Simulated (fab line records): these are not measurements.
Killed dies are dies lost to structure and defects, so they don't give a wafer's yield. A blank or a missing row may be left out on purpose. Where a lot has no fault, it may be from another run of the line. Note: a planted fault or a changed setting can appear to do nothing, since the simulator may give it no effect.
fab line records -- flow n5-finfet
[record] lots = 6, wafers = 18, last-day = 19
route steps=1938 shown BEOL_M5@1172
lots that met no fault: from a run of the same line without faults
start-h: start of the lot's first displayed wafer, in hours after the record's first day -- wait-h: time in hours since the lot's previous step -- " repeats the value in the row above -- L1.1+2: a single row standing in for several wafers -- - either no value or no given start -- * or withheld: withheld -- < > ~ a bound
route shown NAME@n: names a module that has steps shown in the file, with the first one's number in the route -- usual: mean/standard deviation of fault-free wafers -- same: alike in all rows -- chamber/n: place in a boat -- sites: the reading at each site -- _std_site: their standard deviation -- _edge_site: mean of outer sites minus mean of inner sites -- radius-mm: how far each site lies from the wafer's centre -- mask NAME#n: copy n -- behind: the tool/chamber that last shaped the wafer -- hold: cause of the lot's hold/its duration in hours/its outcome -- device: whichever transistor did not switch (one of n, p or np) -- end of line: the route-end tests of the same wafers -- a step with no rows: only its recipe -- killed: dies that structure and defects cost at the first sort, which is not the same as the wafer's yield -- map: shows each die of a wafer: x if killed, . if not, _ if none is there
set.NAME: the run value of the setting; set.NAME@STEP: its run value at that earlier step -- model.NAME: the simulator's own value behind a step, which no gauge read
lots at selected steps of the route; one table per step, one row per wafer
services: a tool's chamber out of use, with start hour (start-h, from the record's first day; less than 0 if before it), hours out, and reason
[[steps]]
[step N5_BEOL_M5_ALD_86]
[recipe] material = TaN, target-thk-a = *, temp-c = 275, ald-precursor-family = PDMAT, ald-co-reactant = NH3, pressure-torr = 3, carrier-flow-sccm = 1500, pulse-time-s = 2, purge-time-s = 3, co-reactant-purge-time-s = 2, co-reactant-pulse-time-s = 3, ald-cycles = 30, precursor-vessel-temp-c = 75, precursor-vessel-pressure-torr = 26.25, precursor-vessel-carrier-sccm = 1000
[step N5_BEOL_M5_SURFACE_TREAT_87]
[recipe] gas = Ar, time-s = *, ion-energy-ev = *, ion-current-ma-cm2 = 0.5, pressure-mtorr = *, ar-flow-sccm = 30
[step N5_BEOL_M5_CVD_47]
[recipe] material = Co, target-thk-a = 30, temp-c = withheld, precursor = CCTBA/H2, pressure-torr = 30, time-s = 216
[step N5_BEOL_M5_SPUTTER_48]
[recipe] material = Cu, target-thk-a = 150, temp-c = -20, chamber-pressure-pa = 0.07, power-w = withheld, time-s = 27.62
[usual] throttle-valve-pct = 30.3/0.93
lot.wafer,tool,chamber,start-h,wait-h,throttle-valve-pct
L113.3,pvd-sputter-02,-,201.48,0.1,29.3
L113.4,pvd-sputter-02,-,201.48,0.1,30.8
L113.5,pvd-sputter-02,-,201.48,0.1,29.7
L115.3,pvd-sputter-02,-,218.74,0.2,29.7
L115.4,pvd-sputter-02,-,218.74,0.2,29.5
L115.5,pvd-sputter-02,-,218.74,0.2,30.9
L118.4,pvd-sputter-01,-,226.62,0.1,30.5
L118.5,pvd-sputter-01,-,226.62,0.1,29.5
L118.6,pvd-sputter-01,-,226.62,0.1,30.3
L119.2,pvd-sputter-03,-,244.79,0.1,31.1
L119.4,pvd-sputter-03,-,244.79,0.1,31.0
L119.5,pvd-sputter-03,-,244.79,0.1,31.4
L126.2,pvd-sputter-03,-,284.53,0.2,32.2
L126.3,pvd-sputter-03,-,284.53,0.2,30.9
L126.6,pvd-sputter-03,-,284.53,0.2,30.5
L131.1,pvd-sputter-01,-,348.75,0.2,28.4
L131.2,pvd-sputter-01,-,348.75,0.2,30.1
L131.6,pvd-sputter-01,-,348.75,0.2,29.4
[step N5_BEOL_M5_ANNEAL_49]
[recipe] temp-c = 400, time-s = 1800, ambient = vacuum
[usual] heater-power-w = 855/110
lot.wafer,tool,chamber,start-h,wait-h,heater-power-w
L113.3,pvd-sputter-02,-,201.56,0.0,747
L113.4,pvd-sputter-02,-,201.56,0.0,998
L113.5,pvd-sputter-02,-,201.56,0.0,698
L115.3,pvd-sputter-02,-,218.82,0.0,708
L115.4,pvd-sputter-02,-,218.82,0.0,758
L115.5,pvd-sputter-02,-,218.82,0.0,1003
L118.4,pvd-sputter-01,-,226.70,0.0,1129
L118.5,pvd-sputter-01,-,226.70,0.0,854
L118.6,pvd-sputter-01,-,226.70,0.0,893
L119.2,pvd-sputter-03,-,244.87,0.0,791
L119.4,pvd-sputter-03,-,244.87,0.0,756
L119.5,pvd-sputter-03,-,244.87,0.0,786
L126.2,pvd-sputter-03,-,284.61,0.0,809
L126.3,pvd-sputter-03,-,284.61,0.0,750
L126.6,pvd-sputter-03,-,284.61,0.0,909
L131.1,pvd-sputter-01,-,348.83,0.0,759
L131.2,pvd-sputter-01,-,348.83,0.0,1095
L131.6,pvd-sputter-01,-,348.83,0.0,874
[step N5_BEOL_M5_SPUTTER_81]
[recipe] material = Cu, target-thk-a = 150, temp-c = -20, chamber-pressure-pa = 0.07, power-w = withheld, time-s = 27.62
[usual] throttle-valve-pct = 30.3/0.92
lot.wafer,tool,chamber,start-h,wait-h,throttle-valve-pct
L113.3,pvd-sputter-02,-,202.57,0.5,29.6
L113.4,pvd-sputter-02,-,202.57,0.5,31.0
L113.5,pvd-sputter-02,-,202.57,0.5,29.8
L115.3,pvd-sputter-02,-,219.82,0.5,29.8
L115.4,pvd-sputter-02,-,219.82,0.5,29.5
L115.5,pvd-sputter-02,-,219.82,0.5,31.0
L118.4,pvd-sputter-01,-,227.71,0.5,30.2
L118.5,pvd-sputter-01,-,227.71,0.5,29.2
L118.6,pvd-sputter-01,-,227.71,0.5,30.6
L119.2,pvd-sputter-03,-,245.88,0.5,31.4
L119.4,pvd-sputter-03,-,245.88,0.5,31.0
L119.5,pvd-sputter-03,-,245.88,0.5,31.5
L126.2,pvd-sputter-03,-,285.61,0.5,32.1
L126.3,pvd-sputter-03,-,285.61,0.5,31.1
L126.6,pvd-sputter-03,-,285.61,0.5,30.4
L131.1,pvd-sputter-01,-,349.83,0.5,28.6
L131.2,pvd-sputter-01,-,349.83,0.5,30.2
L131.6,pvd-sputter-01,-,349.83,0.5,29.7
[step N5_BEOL_M5_ANNEAL_82]
[recipe] temp-c = 400, time-s = 1800, ambient = vacuum
[step N5_BEOL_M5_SPUTTER_83]
[recipe] material = Cu, target-thk-a = 150, temp-c = -20, chamber-pressure-pa = 0.07, power-w = withheld, time-s = 27.62
[step N5_BEOL_M5_ANNEAL_84]
[recipe] temp-c = 400, time-s = 1800, ambient = vacuum
[usual] heater-power-w = 854/110
lot.wafer,tool,chamber,start-h,wait-h,heater-power-w
L113.3,pvd-sputter-02,-,203.73,0.0,761
L113.4,pvd-sputter-02,-,203.73,0.0,988
L113.5,pvd-sputter-02,-,203.73,0.0,706
L115.3,pvd-sputter-02,-,220.99,0.0,705
L115.4,pvd-sputter-02,-,220.99,0.0,760
L115.5,pvd-sputter-02,-,220.99,0.0,960
L118.4,pvd-sputter-01,-,228.88,0.0,1149
L118.5,pvd-sputter-01,-,228.88,0.0,845
L118.6,pvd-sputter-01,-,228.88,0.0,896
L119.2,pvd-sputter-03,-,247.05,0.0,784
L119.4,pvd-sputter-03,-,247.05,0.0,754
L119.5,pvd-sputter-03,-,247.05,0.0,783
L126.2,pvd-sputter-03,-,286.78,0.0,768
L126.3,pvd-sputter-03,-,286.78,0.0,756
L126.6,pvd-sputter-03,-,286.78,0.0,883
L131.1,pvd-sputter-01,-,351.00,0.0,781
L131.2,pvd-sputter-01,-,351.00,0.0,1141
L131.6,pvd-sputter-01,-,351.00,0.0,863
[step N5_BEOL_M5_SPUTTER_88]
[recipe] material = Cu, target-thk-a = 150, temp-c = -20, chamber-pressure-pa = 0.07, power-w = withheld, time-s = 27.62
[step N5_BEOL_M5_ANNEAL_89]
[recipe] temp-c = 400, time-s = 1800, ambient = vacuum
[step N5_BEOL_M5_SPUTTER_90]
[recipe] material = Cu, target-thk-a = 45, temp-c = -20, chamber-pressure-pa = 0.07, power-w = withheld, time-s = 8.29
[step N5_BEOL_M5_ECD_50]
[recipe] material = Cu, target-thk-a = 3000
lot.wafer,tool,chamber,start-h,wait-h,model.Cu_of_BEOL_M5_ECD_50.thk-nm
L113.3,ecd-cu-02,0,205.97,0.1,301.6
L113.4,ecd-cu-02,1,205.97,0.1,301.4
L113.5,ecd-cu-02,1,205.97,0.1,303.6
L115.3,ecd-cu-02,0,223.26,0.1,304.4
L115.4+5,ecd-cu-02,"1,0",223.26,0.1,303.8
L118.4,ecd-cu-02,0,231.11,0.1,187.2
L118.5,ecd-cu-02,1,231.11,0.1,304
L118.6,ecd-cu-02,0,231.11,0.1,298.6
L119.2+5,ecd-cu-02,1,249.26,0.1,303.4
L119.4,ecd-cu-02,0,249.26,0.1,187.2
L126.2,ecd-cu-01,0,288.99,0.1,298
L126.3,ecd-cu-01,0,288.99,0.1,297.4
L126.6,ecd-cu-01,0,288.99,0.1,296.6
L131.1,ecd-cu-02,0,353.21,0.1,300
L131.2,ecd-cu-02,1,353.21,0.1,299.6
L131.6,ecd-cu-02,1,353.21,0.1,298.6
[step N5_BEOL_M5_ANNEAL_51]
[recipe] temp-c = 225, time-s = 90, ambient = N2
[usual] anneal-temp-c-max = 226.02/0.27, wafer_temp_C_max = 226.1/0.4
lot.wafer,tool,chamber,start-h,wait-h,anneal-temp-c-max,wafer_temp_C_max
L113.3,rtp-anneal-01,0,206.12,0.1,226.28,226.1
L113.4,rtp-anneal-01,0,206.12,0.1,225.91,226.0
L113.5,rtp-anneal-01,0,206.12,0.1,226.29,225.6
L115.3,rtp-anneal-01,0,224.12,0.8,226.57,226.2
L115.4,rtp-anneal-01,0,224.12,0.8,226.06,225.8
L115.5,rtp-anneal-01,0,224.12,0.8,226.22,225.8
L118.4,rtp-anneal-01,0,231.31,0.2,225.93,225.8
L118.5,rtp-anneal-01,0,231.31,0.2,226.27,225.7
L118.6,rtp-anneal-01,0,231.31,0.2,226.25,225.9
L119.2,rtp-anneal-01,0,249.39,0.1,226.34,225.7
L119.4,rtp-anneal-01,0,249.39,0.1,226.13,225.5
L119.5,rtp-anneal-01,0,249.39,0.1,225.87,226.0
L126.2,rtp-anneal-01,0,289.12,0.1,226.16,225.5
L126.3,rtp-anneal-01,0,289.12,0.1,225.86,225.9
L126.6,rtp-anneal-01,0,289.12,0.1,225.86,225.6
L131.1,rtp-anneal-02,0,353.30,0.1,225.98,226.1
L131.2,rtp-anneal-02,0,353.30,0.1,226.05,226.1
L131.6,rtp-anneal-02,0,353.30,0.1,225.91,226.2
[step N5_BEOL_M5_CMP_52]
[recipe] stop-on = SiCOH_lowk, t-overpolish-s = 6.9, down-force-psi = 1, platen-rpm = 50, clearing-platen-down-force-psi = 1.5, clearing-platen-rpm = 50, post-cmp-clean = cu-alkaline, target-thk-nm = 62, clearing-platen-pad-velocity-m-s = 0.99484, pad-velocity-m-s = 0.99484
[usual] motor-current-A = 6.1/0.58, time-to-endpoint-s = 62/3.9
lot.wafer,tool,chamber,start-h,wait-h,motor-current-A,time-to-endpoint-s
L113.3,cmp-04,0,206.37,0.2,5.7,61
L113.4,cmp-04,2,206.37,0.2,5.8,66
L113.5,cmp-04,3,206.37,0.2,6.7,63
L115.4,cmp-03,2,224.34,0.1,6.2,64
L115.3,cmp-03,1,224.34,0.1,6.9,59
L115.5,cmp-03,3,224.34,0.1,5.6,60
L118.4,cmp-02,0,231.51,0.2,5.8,33
L118.5,cmp-02,3,231.51,0.2,5.2,67
L118.6,cmp-02,0,231.51,0.2,6.1,55
L119.4,cmp-02,3,250.01,0.5,5.2,41
L119.2,cmp-02,1,250.01,0.5,6.9,67
L119.5,cmp-02,2,250.01,0.5,6.6,64
L126.2,cmp-02,3,289.37,0.2,5.2,66
L126.3,cmp-02,1,289.37,0.2,6.9,65
L126.6,cmp-02,0,289.37,0.2,6.2,56
L131.1,cmp-04,3,353.59,0.3,6.5,52
L131.2,cmp-04,0,353.59,0.3,5.9,55
L131.6,cmp-04,3,353.59,0.3,6.8,54
[step N5_BEOL_M5_THK_MEAS_53]
[recipe] thk-meas-gauge = xrf, reads = Cu_of_BEOL_M5_ECD_50
[usual] M5_THK = 62.2/2.2
lot.wafer,tool,chamber,start-h,wait-h,M5_THK[nm]
L113.3,film-metro-01,-,206.62,-,64.2
L113.4,film-metro-01,-,206.62,-,63.9
L113.5,film-metro-01,-,206.62,-,60.0
L115.3,film-metro-01,-,224.63,-,61.5
L115.4,film-metro-01,-,224.63,-,61.4
L115.5,film-metro-01,-,224.63,-,60.3
L118.4,film-metro-02,-,231.77,-,59.4
L118.5,film-metro-02,-,231.77,-,65.4
L118.6,film-metro-02,-,231.77,-,58.6
L119.2,film-metro-01,-,250.27,-,64.7
L119.4,film-metro-01,-,250.27,-,59.0
L119.5,film-metro-01,-,250.27,-,65.2
L126.2,film-metro-02,-,289.67,-,62.2
L126.3,film-metro-02,-,289.67,-,62.4
L126.6,film-metro-02,-,289.67,-,62.0
L131.1,film-metro-02,-,353.89,-,61.7
L131.2,film-metro-02,-,353.89,-,62.8
L131.6,film-metro-02,-,353.89,-,59.9
[[services]]
tool,chamber,start-h,hours,kind
cmp-04,-,212.82,0.3,repair
rtp-anneal-02,-,220.97,2.9,pm
cmp-04,-,227.49,4.0,pm
cmp-04,-,231.49,-,consumable-replace:conditioner
cmp-04,-,231.49,-,consumable-replace:pad
cmp-03,-,237.91,4.0,pm
cmp-03,-,241.91,-,consumable-replace:conditioner
cmp-03,-,241.91,-,consumable-replace:pad
cmp-02,-,258.41,2.0,repair
cmp-03,-,261.62,0.7,repair
cmp-02,-,262.26,0.8,repair
ecd-cu-01,-,272.53,0.3,repair
cmp-03,-,272.80,6.5,pm
cmp-04,-,276.78,0.6,repair
cmp-03,-,286.88,18.2,pm
rtp-anneal-01,-,290.55,5.1,pm
cmp-04,-,296.31,1.8,repair
ecd-cu-01,-,304.98,1.4,repair
cmp-02,-,325.52,3.7,pm
ecd-cu-02,-,334.37,0.7,repair
cmp-04,-,341.81,5.5,pm
[[key]]
[first-sign] step = N5_BEOL_M5_CMP_52, reading = time-to-endpoint-s, direction = down, sigmas = 6.3, usual = *, struck = *
effect none on later readings
[model-effect] step = N5_BEOL_M5_ECD_50, value = Cu_of_BEOL_M5_ECD_50.thk-nm, without = 300.7, struck = 187.2
met-at N5_BEOL_M5_ECD_50
struck-wafers L118.4,L119.4
[baseline-loss] step = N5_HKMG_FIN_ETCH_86, wafers = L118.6
onset-between 223.26 231.11
[fault] kind = process-parameter-drift, tool = ecd-cu-02, chamber = -, onset-h = 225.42, steps = N5_BEOL_M5_ECD_50, channel = target-thk-a, offset = *, shape = step, end-h = 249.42, scope = struck-wafers-only, acts-in = *, stated = *
// baseline-loss: these wafers lose ten dies or more at that step, a loss of the line's own and not of a fault; the sort's usual values leave them out
